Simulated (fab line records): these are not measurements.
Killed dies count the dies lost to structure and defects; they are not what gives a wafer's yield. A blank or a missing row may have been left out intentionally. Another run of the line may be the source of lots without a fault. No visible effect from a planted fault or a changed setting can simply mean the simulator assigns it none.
Which of the tools did it? :: flow n5_finfet :: Sampling: 24 lots, 72 wafers, 4 of 1938 route steps

## WHAT THE GAUGES SHOWED, per wafer
N5_BEOL_M7_CD_MEAS_35: the cd target is 40 nm. Usual: cd_nm at 40.1 nm, with a standard deviation of 0.78.
lot: L075
measured: day 9 05:16
on: cd_sem-02
cd_nm (nm): 40.6 41.2 39.6
flag: 

lot: L074
measured: day 9 06:10
on: cd_sem-02
cd_nm (nm): 41.4 40.7 40.2
flag: 

lot: L076
measured: day 9 10:34
on: cd_sem-02
cd_nm (nm): 39.9 39.7 40.6
flag: 

lot: L077
measured: day 10 05:36
on: cd_sem-02
cd_nm (nm): 40.9 40.7 40.3
flag: 

lot: L079
measured: day 10 07:33
on: cd_sem-01
cd_nm (nm): 40.8 41.8 41.1
flag: 

lot: L078
measured: day 10 07:40
on: cd_sem-01
cd_nm (nm): 39.6 39.1 41.5
flag: 

lot: L080
measured: day 10 18:47
on: cd_sem-02
cd_nm (nm): 39.1 40.5 39.0
flag: 

lot: L082
measured: day 11 01:41
on: cd_sem-03
cd_nm (nm): 39.9 40.9 39.2
flag: 

lot: L081
measured: day 11 02:09
on: cd_sem-01
cd_nm (nm): 40.2 40.0 39.2
flag: 

lot: L084
measured: day 11 07:47
on: cd_sem-03
cd_nm (nm): 39.5 39.8 40.6
flag: 

lot: L083
measured: day 11 07:58
on: cd_sem-03
cd_nm (nm): 39.7 39.5 38.7
flag: 

lot: L085
measured: day 11 23:40
on: cd_sem-02
cd_nm (nm): 39.9 40.6 39.1
flag: 

lot: L086
measured: day 12 10:05
on: cd_sem-03
cd_nm (nm): 40.5 39.7 40.0
flag: 

lot: L088
measured: day 12 18:36
on: cd_sem-01
cd_nm (nm): 41.4 39.9 39.7
flag: 

lot: L087
measured: day 12 17:59
on: cd_sem-03
cd_nm (nm): 40.0 41.4 39.6
flag: 

lot: L089
measured: day 13 01:17
on: cd_sem-01
cd_nm (nm): 38.8 40.5 38.8
flag: 

lot: L090
measured: day 13 14:32
on: cd_sem-01
cd_nm (nm): 40.3 39.0 40.7
flag: 

lot: L091
measured: day 13 18:26
on: cd_sem-02
cd_nm (nm): 40.7 40.6 41.1
flag: 

lot: L092
measured: day 13 22:47
on: cd_sem-01
cd_nm (nm): 39.0 40.3 39.0
flag: 

lot: L093
measured: day 14 10:01
on: cd_sem-02
cd_nm (nm): 39.8 40.1 39.2
flag: 

lot: L094
measured: day 14 10:11
on: cd_sem-01
cd_nm (nm): 39.4 40.5 39.0
flag: 

lot: L095
measured: day 14 19:46
on: cd_sem-03
cd_nm (nm): 40.2 39.2 38.8
flag: 

lot: L097
measured: day 15 01:43
on: cd_sem-01
cd_nm (nm): 42.0 41.5 41.2
flag: 

lot: L096
measured: day 15 01:29
on: cd_sem-01
cd_nm (nm): 41.0 40.1 41.6
flag: 

## WHICH TOOL RAN EACH LOT (tool, then ch and the chambers of the sampled wafers, then the start)
lot: L075
N5_BEOL_M6_PRE_CLEAN_45: pvd_sputter-01, day 8 23:23
N5_BEOL_M7_HM_OPEN_17: rie_metal-03 ch 0,1, day 9 03:55
N5_BEOL_M7_ETCH_65: rie_diel-02 ch 0,1,2, day 9 04:44

lot: L074
N5_BEOL_M6_PRE_CLEAN_45: pvd_sputter-01, day 8 23:52
N5_BEOL_M7_HM_OPEN_17: rie_metal-03 ch 0, day 9 04:47
N5_BEOL_M7_ETCH_65: rie_diel-06 ch 0,2,3, day 9 05:38

lot: L076
N5_BEOL_M6_PRE_CLEAN_45: pvd_sputter-02, day 9 01:47
N5_BEOL_M7_HM_OPEN_17: rie_metal-03 ch 0,1, day 9 08:35
N5_BEOL_M7_ETCH_65: rie_diel-06 ch 0,1, day 9 09:56

lot: L077
N5_BEOL_M6_PRE_CLEAN_45: pvd_sputter-03, day 9 21:02
N5_BEOL_M7_HM_OPEN_17: rie_metal-02 ch 0,1, day 10 01:36
N5_BEOL_M7_ETCH_65: rie_diel-02 ch 0,2,3, day 10 05:04

lot: L079
N5_BEOL_M6_PRE_CLEAN_45: pvd_sputter-02, day 9 22:23
N5_BEOL_M7_HM_OPEN_17: rie_metal-02 ch 0,1, day 10 06:08
N5_BEOL_M7_ETCH_65: rie_diel-02 ch 1,2,3, day 10 07:01

lot: L078
N5_BEOL_M6_PRE_CLEAN_45: pvd_sputter-02, day 10 00:58
N5_BEOL_M7_HM_OPEN_17: rie_metal-02 ch 0,1, day 10 06:23
N5_BEOL_M7_ETCH_65: rie_diel-03 ch 0,1,2, day 10 07:08

lot: L080
N5_BEOL_M6_PRE_CLEAN_45: pvd_sputter-01, day 10 10:05
N5_BEOL_M7_HM_OPEN_17: rie_metal-01 ch 0,1, day 10 16:38
N5_BEOL_M7_ETCH_65: rie_diel-06 ch 0,1,2, day 10 18:08

lot: L082
N5_BEOL_M6_PRE_CLEAN_45: pvd_sputter-02, day 10 19:14
N5_BEOL_M7_HM_OPEN_17: rie_metal-02 ch 0,1, day 11 00:03
N5_BEOL_M7_ETCH_65: rie_diel-03 ch 1,2,3, day 11 01:09

lot: L081
N5_BEOL_M6_PRE_CLEAN_45: pvd_sputter-02, day 10 19:19
N5_BEOL_M7_HM_OPEN_17: rie_metal-02 ch 0,1, day 11 00:32
N5_BEOL_M7_ETCH_65: rie_diel-06 ch 1,2,3, day 11 01:36

lot: L084
N5_BEOL_M6_PRE_CLEAN_45: pvd_sputter-02, day 11 00:26
N5_BEOL_M7_HM_OPEN_17: rie_metal-02 ch 0,1, day 11 04:10
N5_BEOL_M7_ETCH_65: rie_diel-03 ch 0,1,2, day 11 07:16

lot: L083
N5_BEOL_M6_PRE_CLEAN_45: pvd_sputter-03, day 11 00:40
N5_BEOL_M7_HM_OPEN_17: rie_metal-03 ch 0,1, day 11 04:41
N5_BEOL_M7_ETCH_65: rie_diel-06 ch 1,2,3, day 11 07:26

lot: L085
N5_BEOL_M6_PRE_CLEAN_45: pvd_sputter-03, day 11 15:34
N5_BEOL_M7_HM_OPEN_17: rie_metal-01 ch 0,1, day 11 20:23
N5_BEOL_M7_ETCH_65: rie_diel-02 ch 1,2,3, day 11 23:02

lot: L086
N5_BEOL_M6_PRE_CLEAN_45: pvd_sputter-01, day 12 00:40
N5_BEOL_M7_HM_OPEN_17: rie_metal-02 ch 0,1, day 12 06:53
N5_BEOL_M7_ETCH_65: rie_diel-06 ch 2,3, day 12 09:28

lot: L088
N5_BEOL_M6_PRE_CLEAN_45: pvd_sputter-02, day 12 10:57
N5_BEOL_M7_HM_OPEN_17: rie_metal-01 ch 0,1, day 12 15:35
N5_BEOL_M7_ETCH_65: rie_diel-03 ch 0,1,3, day 12 18:04

lot: L087
N5_BEOL_M6_PRE_CLEAN_45: pvd_sputter-02, day 12 11:08
N5_BEOL_M7_HM_OPEN_17: rie_metal-01 ch 0,1, day 12 15:46
N5_BEOL_M7_ETCH_65: rie_diel-02 ch 0,1,2, day 12 17:27

lot: L089
N5_BEOL_M6_PRE_CLEAN_45: pvd_sputter-01, day 12 18:26
N5_BEOL_M7_HM_OPEN_17: rie_metal-03 ch 0,1, day 12 23:50
N5_BEOL_M7_ETCH_65: rie_diel-03 ch 2,3, day 13 00:46

lot: L090
N5_BEOL_M6_PRE_CLEAN_45: pvd_sputter-01, day 13 10:11
N5_BEOL_M7_HM_OPEN_17: rie_metal-03 ch 0,1, day 13 13:17
N5_BEOL_M7_ETCH_65: rie_diel-06 ch 0,1,3, day 13 14:00

lot: L091
N5_BEOL_M6_PRE_CLEAN_45: pvd_sputter-02, day 13 12:23
N5_BEOL_M7_HM_OPEN_17: rie_metal-01 ch 1, day 13 16:28
N5_BEOL_M7_ETCH_65: rie_diel-06 ch 0,1,2, day 13 17:54

lot: L092
N5_BEOL_M6_PRE_CLEAN_45: pvd_sputter-02, day 13 14:50
N5_BEOL_M7_HM_OPEN_17: rie_metal-01 ch 1, day 13 20:01
N5_BEOL_M7_ETCH_65: rie_diel-03 ch 0,2, day 13 22:16

lot: L093
N5_BEOL_M6_PRE_CLEAN_45: pvd_sputter-02, day 13 23:10
N5_BEOL_M7_HM_OPEN_17: rie_metal-03 ch 0, day 14 03:34
N5_BEOL_M7_ETCH_65: rie_diel-02 ch 1,3, day 14 09:22

lot: L094
N5_BEOL_M6_PRE_CLEAN_45: pvd_sputter-01, day 13 23:29
N5_BEOL_M7_HM_OPEN_17: rie_metal-02 ch 0,1, day 14 05:59
N5_BEOL_M7_ETCH_65: rie_diel-06 ch 0,1,3, day 14 09:38

lot: L095
N5_BEOL_M6_PRE_CLEAN_45: pvd_sputter-03, day 14 11:40
N5_BEOL_M7_HM_OPEN_17: rie_metal-02 ch 0,1, day 14 17:08
N5_BEOL_M7_ETCH_65: rie_diel-02 ch 0,1,3, day 14 19:07

lot: L097
N5_BEOL_M6_PRE_CLEAN_45: pvd_sputter-02, day 14 16:52
N5_BEOL_M7_HM_OPEN_17: rie_metal-02 ch 0,1, day 14 22:46
N5_BEOL_M7_ETCH_65: rie_diel-06 ch 0,3, day 15 01:11

lot: L096
N5_BEOL_M6_PRE_CLEAN_45: pvd_sputter-02, day 14 19:48
N5_BEOL_M7_HM_OPEN_17: rie_metal-02 ch 0,1, day 14 23:30
N5_BEOL_M7_ETCH_65: rie_diel-02 ch 0,1,2, day 15 00:56
- N5_BEOL_M6_PRE_CLEAN_45: time 30 s.
- N5_BEOL_M7_HM_OPEN_17: chemistry Cl2/BCl3, target TiN, target depth 20 nm, overetch 6 nm.
- N5_BEOL_M7_ETCH_65: etches SiARC in CF4, target depth 15.6 nm, time 26 s.

## WHAT THE TOOLS THEMSELVES READ (means of the sampled wafers that have a number; where no wafer has one, the mark that the record gives instead)
N5_BEOL_M6_PRE_CLEAN_45. Usual: heater_power_w at 329 W, with a standard deviation of 25.
lot: L075
tool: pvd_sputter-01
heater_power_w (W): 337
flag: 

lot: L074
tool: pvd_sputter-01
heater_power_w (W): 326
flag: 

lot: L076
tool: pvd_sputter-02
heater_power_w (W): 311
flag: 

lot: L077
tool: pvd_sputter-03
heater_power_w (W): 308
flag: 

lot: L079
tool: pvd_sputter-02
heater_power_w (W): 325
flag: 

lot: L078
tool: pvd_sputter-02
heater_power_w (W): 343
flag: 

lot: L080
tool: pvd_sputter-01
heater_power_w (W): 341
flag: 

lot: L082
tool: pvd_sputter-02
heater_power_w (W): 338
flag: 

lot: L081
tool: pvd_sputter-02
heater_power_w (W): 337
flag: 

lot: L084
tool: pvd_sputter-02
heater_power_w (W): 345
flag: 

lot: L083
tool: pvd_sputter-03
heater_power_w (W): 309
flag: 

lot: L085
tool: pvd_sputter-03
heater_power_w (W): 308
flag: 

lot: L086
tool: pvd_sputter-01
heater_power_w (W): 336
flag: 

lot: L088
tool: pvd_sputter-02
heater_power_w (W): 327
flag: 

lot: L087
tool: pvd_sputter-02
heater_power_w (W): 320
flag: 

lot: L089
tool: pvd_sputter-01
heater_power_w (W): 346
flag: 

lot: L090
tool: pvd_sputter-01
heater_power_w (W): 337
flag: 

lot: L091
tool: pvd_sputter-02
heater_power_w (W): 341
flag: 

lot: L092
tool: pvd_sputter-02
heater_power_w (W): 341
flag: 

lot: L093
tool: pvd_sputter-02
heater_power_w (W): 320
flag: 

lot: L094
tool: pvd_sputter-01
heater_power_w (W): 325
flag: 

lot: L095
tool: pvd_sputter-03
heater_power_w (W): 302
flag: 

lot: L097
tool: pvd_sputter-02
heater_power_w (W): 308
flag: 

lot: L096
tool: pvd_sputter-02
heater_power_w (W): 323
flag: 

N5_BEOL_M7_HM_OPEN_17. Usual: drypump_motor_current_A 5.8 A, standard deviation 0.42; oes_product_au 0.63 a.u., standard deviation 0.057; throttle_valve_pct 22.36 %, standard deviation 0.18.
lot: L075
tool: rie_metal-03
drypump_motor_current_A (A): 5.9
oes_product_au (a.u.): 0.68
throttle_valve_pct (%): 22.29
flag: 

lot: L074
tool: rie_metal-03
drypump_motor_current_A (A): 5.8
oes_product_au (a.u.): 0.74
throttle_valve_pct (%): 22.35
flag: 

lot: L076
tool: rie_metal-03
drypump_motor_current_A (A): 5.9
oes_product_au (a.u.): 0.68
throttle_valve_pct (%): 22.29
flag: 

lot: L077
tool: rie_metal-02
drypump_motor_current_A (A): 6.2
oes_product_au (a.u.): 0.65
throttle_valve_pct (%): 22.50
flag: 

lot: L079
tool: rie_metal-02
drypump_motor_current_A (A): 6.2
oes_product_au (a.u.): 0.64
throttle_valve_pct (%): 22.51
flag: 

lot: L078
tool: rie_metal-02
drypump_motor_current_A (A): 6.0
oes_product_au (a.u.): 0.62
throttle_valve_pct (%): 22.55
flag: 

lot: L080
tool: rie_metal-01
drypump_motor_current_A (A): 5.1
oes_product_au (a.u.): 0.65
throttle_valve_pct (%): 22.10
flag: 

lot: L082
tool: rie_metal-02
drypump_motor_current_A (A): 6.2
oes_product_au (a.u.): 0.64
throttle_valve_pct (%): 22.50
flag: 

lot: L081
tool: rie_metal-02
drypump_motor_current_A (A): 6.2
oes_product_au (a.u.): 0.65
throttle_valve_pct (%): 22.50
flag: 

lot: L084
tool: rie_metal-02
drypump_motor_current_A (A): 6.0
oes_product_au (a.u.): 0.61
throttle_valve_pct (%): 22.55
flag: 

lot: L083
tool: rie_metal-03
drypump_motor_current_A (A): 6.0
oes_product_au (a.u.): 0.60
throttle_valve_pct (%): 22.26
flag: 

lot: L085
tool: rie_metal-01
drypump_motor_current_A (A): 5.4
oes_product_au (a.u.): 0.65
throttle_valve_pct (%): 22.18
flag: 

lot: L086
tool: rie_metal-02
drypump_motor_current_A (A): 6.1
oes_product_au (a.u.): 0.62
throttle_valve_pct (%): 22.54
flag: 

lot: L088
tool: rie_metal-01
drypump_motor_current_A (A): 5.1
oes_product_au (a.u.): 0.65
throttle_valve_pct (%): 22.11
flag: 

lot: L087
tool: rie_metal-01
drypump_motor_current_A (A): 5.4
oes_product_au (a.u.): 0.64
throttle_valve_pct (%): 22.20
flag: 

lot: L089
tool: rie_metal-03
drypump_motor_current_A (A): 5.9
oes_product_au (a.u.): 0.65
throttle_valve_pct (%): 22.31
flag: 

lot: L090
tool: rie_metal-03
drypump_motor_current_A (A): 6.0
oes_product_au (a.u.): 0.60
throttle_valve_pct (%): 22.27
flag: 

lot: L091
tool: rie_metal-01
drypump_motor_current_A (A): 4.9
oes_product_au (a.u.): 0.66
throttle_valve_pct (%): 21.99
flag: 

lot: L092
tool: rie_metal-01
drypump_motor_current_A (A): 4.9
oes_product_au (a.u.): 0.65
throttle_valve_pct (%): 22.00
flag: 

lot: L093
tool: rie_metal-03
drypump_motor_current_A (A): 5.7
oes_product_au (a.u.): 0.70
throttle_valve_pct (%): 22.35
flag: 

lot: L094
tool: rie_metal-02
drypump_motor_current_A (A): 6.2
oes_product_au (a.u.): 0.62
throttle_valve_pct (%): 22.51
flag: 

lot: L095
tool: rie_metal-02
drypump_motor_current_A (A): 6.2
oes_product_au (a.u.): 0.62
throttle_valve_pct (%): 22.52
flag: 

lot: L097
tool: rie_metal-02
drypump_motor_current_A (A): 6.1
oes_product_au (a.u.): 0.60
throttle_valve_pct (%): 22.57
flag: 

lot: L096
tool: rie_metal-02
drypump_motor_current_A (A): 6.1
oes_product_au (a.u.): 0.60
throttle_valve_pct (%): 22.55
flag: 

N5_BEOL_M7_ETCH_65. Usual: cf4_flow_sccm 100.03 sccm (standard deviation 0.29); drypump_motor_current_A 5.9 A (standard deviation 0.46); etch_rf_on_time_s 26.5 s (standard deviation 1); oes_product_au 0.69 a.u. (standard deviation 0.073); rf_vpp_V 184.1 V (standard deviation 1.1); showerhead_plenum_p_Torr 2.15 Torr (standard deviation 0.057); throttle_valve_pct 15.59 % (standard deviation 0.3).
lot: L075
tool: rie_diel-02
cf4_flow_sccm (sccm): 100.01
drypump_motor_current_A (A): 6.3
etch_rf_on_time_s (s): 26.7
oes_product_au (a.u.): 0.70
rf_vpp_V (V): 184.9
showerhead_plenum_p_Torr (Torr): 2.16
throttle_valve_pct (%): 15.50
flag: 

lot: L074
tool: rie_diel-06
cf4_flow_sccm (sccm): 99.97
drypump_motor_current_A (A): 5.6
etch_rf_on_time_s (s): 26.5
oes_product_au (a.u.): 0.69
rf_vpp_V (V): 184.4
showerhead_plenum_p_Torr (Torr): 2.19
throttle_valve_pct (%): 15.71
flag: 

lot: L076
tool: rie_diel-06
cf4_flow_sccm (sccm): 100.04
drypump_motor_current_A (A): 5.7
etch_rf_on_time_s (s): 25.3
oes_product_au (a.u.): 0.77
rf_vpp_V (V): 183.8
showerhead_plenum_p_Torr (Torr): 2.12
throttle_valve_pct (%): 15.51
flag: 

lot: L077
tool: rie_diel-02
cf4_flow_sccm (sccm): 100.04
drypump_motor_current_A (A): 5.9
etch_rf_on_time_s (s): 26.2
oes_product_au (a.u.): 0.70
rf_vpp_V (V): 183.0
showerhead_plenum_p_Torr (Torr): 2.14
throttle_valve_pct (%): 15.52
flag: 

lot: L079
tool: rie_diel-02
cf4_flow_sccm (sccm): 99.71
drypump_motor_current_A (A): 6.0
etch_rf_on_time_s (s): 26.4
oes_product_au (a.u.): 0.72
rf_vpp_V (V): 182.6
showerhead_plenum_p_Torr (Torr): 2.12
throttle_valve_pct (%): 15.46
flag: 

lot: L078
tool: rie_diel-03
cf4_flow_sccm (sccm): 99.84
drypump_motor_current_A (A): 6.2
etch_rf_on_time_s (s): 26.3
oes_product_au (a.u.): 0.73
rf_vpp_V (V): 184.0
showerhead_plenum_p_Torr (Torr): 2.11
throttle_valve_pct (%): 15.47
flag: 

lot: L080
tool: rie_diel-06
cf4_flow_sccm (sccm): 99.95
drypump_motor_current_A (A): 5.6
etch_rf_on_time_s (s): 25.8
oes_product_au (a.u.): 0.70
rf_vpp_V (V): 183.0
showerhead_plenum_p_Torr (Torr): 2.14
throttle_valve_pct (%): 15.74
flag: 

lot: L082
tool: rie_diel-03
cf4_flow_sccm (sccm): 100.10
drypump_motor_current_A (A): 6.0
etch_rf_on_time_s (s): 27.0
oes_product_au (a.u.): 0.65
rf_vpp_V (V): 184.0
showerhead_plenum_p_Torr (Torr): 2.15
throttle_valve_pct (%): 15.77
flag: 

lot: L081
tool: rie_diel-06
cf4_flow_sccm (sccm): 100.14
drypump_motor_current_A (A): 5.4
etch_rf_on_time_s (s): 26.7
oes_product_au (a.u.): 0.70
rf_vpp_V (V): 184.0
showerhead_plenum_p_Torr (Torr): 2.16
throttle_valve_pct (%): 15.59
flag: 

lot: L084
tool: rie_diel-03
cf4_flow_sccm (sccm): 100.42
drypump_motor_current_A (A): 6.1
etch_rf_on_time_s (s): 26.5
oes_product_au (a.u.): 0.72
rf_vpp_V (V): 183.9
showerhead_plenum_p_Torr (Torr): 2.11
throttle_valve_pct (%): 15.48
flag: 

lot: L083
tool: rie_diel-06
cf4_flow_sccm (sccm): 99.79
drypump_motor_current_A (A): 5.4
etch_rf_on_time_s (s): 26.2
oes_product_au (a.u.): 0.71
rf_vpp_V (V): 183.9
showerhead_plenum_p_Torr (Torr): 2.16
throttle_valve_pct (%): 15.58
flag: 

lot: L085
tool: rie_diel-02
cf4_flow_sccm (sccm): 99.98
drypump_motor_current_A (A): 6.0
etch_rf_on_time_s (s): 26.5
oes_product_au (a.u.): 0.71
rf_vpp_V (V): 183.5
showerhead_plenum_p_Torr (Torr): 2.12
throttle_valve_pct (%): 15.49
flag: 

lot: L086
tool: rie_diel-06
cf4_flow_sccm (sccm): 99.93
drypump_motor_current_A (A): 5.4
etch_rf_on_time_s (s): 27.2
oes_product_au (a.u.): 0.67
rf_vpp_V (V): 184.9
showerhead_plenum_p_Torr (Torr): 2.21
throttle_valve_pct (%): 15.59
flag: 

lot: L088
tool: rie_diel-03
cf4_flow_sccm (sccm): 99.96
drypump_motor_current_A (A): 5.9
etch_rf_on_time_s (s): 26.7
oes_product_au (a.u.): 0.65
rf_vpp_V (V): 184.3
showerhead_plenum_p_Torr (Torr): 2.11
throttle_valve_pct (%): 15.66
flag: 

lot: L087
tool: rie_diel-02
cf4_flow_sccm (sccm): 100.16
drypump_motor_current_A (A): 6.3
etch_rf_on_time_s (s): 26.8
oes_product_au (a.u.): 0.66
rf_vpp_V (V): 184.2
showerhead_plenum_p_Torr (Torr): 2.15
throttle_valve_pct (%): 15.55
flag: 

lot: L089
tool: rie_diel-03
cf4_flow_sccm (sccm): 100.31
drypump_motor_current_A (A): 6.0
etch_rf_on_time_s (s): 27.6
oes_product_au (a.u.): 0.61
rf_vpp_V (V): 185.3
showerhead_plenum_p_Torr (Torr): 2.19
throttle_valve_pct (%): 15.76
flag: 

lot: L090
tool: rie_diel-06
cf4_flow_sccm (sccm): 100.03
drypump_motor_current_A (A): 5.6
etch_rf_on_time_s (s): 25.5
oes_product_au (a.u.): 0.72
rf_vpp_V (V): 185.0
showerhead_plenum_p_Torr (Torr): 2.17
throttle_valve_pct (%): 15.55
flag: 

lot: L091
tool: rie_diel-06
cf4_flow_sccm (sccm): 99.84
drypump_motor_current_A (A): 5.7
etch_rf_on_time_s (s): 26.3
oes_product_au (a.u.): 0.68
rf_vpp_V (V): 183.2
showerhead_plenum_p_Torr (Torr): 2.13
throttle_valve_pct (%): 15.79
flag: 

lot: L092
tool: rie_diel-03
cf4_flow_sccm (sccm): 99.88
drypump_motor_current_A (A): 6.3
etch_rf_on_time_s (s): 26.5
oes_product_au (a.u.): 0.75
rf_vpp_V (V): 184.9
showerhead_plenum_p_Torr (Torr): 2.10
throttle_valve_pct (%): 15.17
flag: 

lot: L093
tool: rie_diel-02
cf4_flow_sccm (sccm): 100.27
drypump_motor_current_A (A): 6.2
etch_rf_on_time_s (s): 26.9
oes_product_au (a.u.): 0.65
rf_vpp_V (V): 183.4
showerhead_plenum_p_Torr (Torr): 2.13
throttle_valve_pct (%): 15.49
flag: 

lot: L094
tool: rie_diel-06
cf4_flow_sccm (sccm): 99.86
drypump_motor_current_A (A): 5.6
etch_rf_on_time_s (s): 25.8
oes_product_au (a.u.): 0.71
rf_vpp_V (V): 184.3
showerhead_plenum_p_Torr (Torr): 2.16
throttle_valve_pct (%): 15.55
flag: 

lot: L095
tool: rie_diel-02
cf4_flow_sccm (sccm): 100.06
drypump_motor_current_A (A): 6.1
etch_rf_on_time_s (s): 26.7
oes_product_au (a.u.): 0.71
rf_vpp_V (V): 183.7
showerhead_plenum_p_Torr (Torr): 2.15
throttle_valve_pct (%): 15.38
flag: 

lot: L097
tool: rie_diel-06
cf4_flow_sccm (sccm): 99.96
drypump_motor_current_A (A): 5.6
etch_rf_on_time_s (s): 26.7
oes_product_au (a.u.): 0.68
rf_vpp_V (V): 185.4
showerhead_plenum_p_Torr (Torr): 2.21
throttle_valve_pct (%): 15.55
flag: 

lot: L096
tool: rie_diel-02
cf4_flow_sccm (sccm): 100.09
drypump_motor_current_A (A): 6.3
etch_rf_on_time_s (s): 26.8
oes_product_au (a.u.): 0.73
rf_vpp_V (V): 183.6
showerhead_plenum_p_Torr (Torr): 2.15
throttle_valve_pct (%): 15.41
flag: 

## THE ANSWER, worked out from the rows above alone
Rule: lot off if the mean of its wafers having a number is beyond 3 standard deviations from the usual mean. Also off: a lot with no number at a reading for which 4 or more lots have one. Where the step has rows for the other lots, those lots are counted as sound. Order of review: gauges by route order, followed by the tools' own readings, for which a lot's mean as printed above is used. At the first step where some lot is off, the reading lying furthest off is the one used; lots without a number count as furthest.
None of the lots is off at any reading shown; this tells nothing.

## WHAT THE SIMULATOR HAD PUT IN
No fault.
